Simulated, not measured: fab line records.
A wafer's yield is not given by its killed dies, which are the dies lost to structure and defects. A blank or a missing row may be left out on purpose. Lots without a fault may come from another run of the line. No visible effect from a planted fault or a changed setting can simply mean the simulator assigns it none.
Chamber matching	flow nand harc	NHARC_A_M1_DEP_33 on pecvd-02: 3 sister chambers
The step deposits SiCN, target thk 30 nm. 6 wafers are shown with their chamber, then 12 later ones without.

WAFERS WITH THEIR CHAMBER
wafer	chamber	heater power w (W)
L079.3	1	551
L085.4	0	521
L085.6	2	706
L087.1	1	574
L087.2	2	601
L087.5	0	447

WAFERS WITHOUT THEIR CHAMBER
wafer	heater power w (W)
L089.1	687
L089.3	676
L089.4	519
L090.2	440
L090.4	440
L090.5	676
L090.1	628
L090.3	671
L090.6	627
L095.1	600
L095.2	590
L095.3	455

WHICH CHAMBER EACH ONE RAN IN
wafer	from the rows above	in truth
L089.1	can't be placed: 2 or 1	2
L089.3	can't be placed: 2 or 1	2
L089.4	can't be placed: 0 or 1 or 2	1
L090.2	can't be placed: 0 or 1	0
L090.4	can't be placed: 0 or 1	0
L090.5	can't be placed: 2 or 1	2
L090.1	can't be placed: 2 or 1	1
L090.3	can't be placed: 2 or 1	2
L090.6	can't be placed: 2 or 1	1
L095.1	can't be placed: 1 or 2 or 0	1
L095.2	can't be placed: 1 or 2 or 0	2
L095.3	can't be placed: 0 or 1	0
Correctly placed: 0 of 12. Can't be placed from these rows: 12 (the true chamber is among the candidates in 12). Wrongly placed: 0.
How it was worked out, from the rows above alone: a wafer's distance from a chamber is the root of the sum, over the readings, of the square of ((its reading less the chamber's mean) divided by the reading's scatter). The wafer belongs to the nearest chamber; if the next one is less than 2 further off, it can't be placed. A chamber's mean is the mean of its shown wafers. The scatter is the square root of a quotient: the sum, over the shown wafers, of each reading's squared deviation from its chamber's mean, divided by wafers minus chambers.
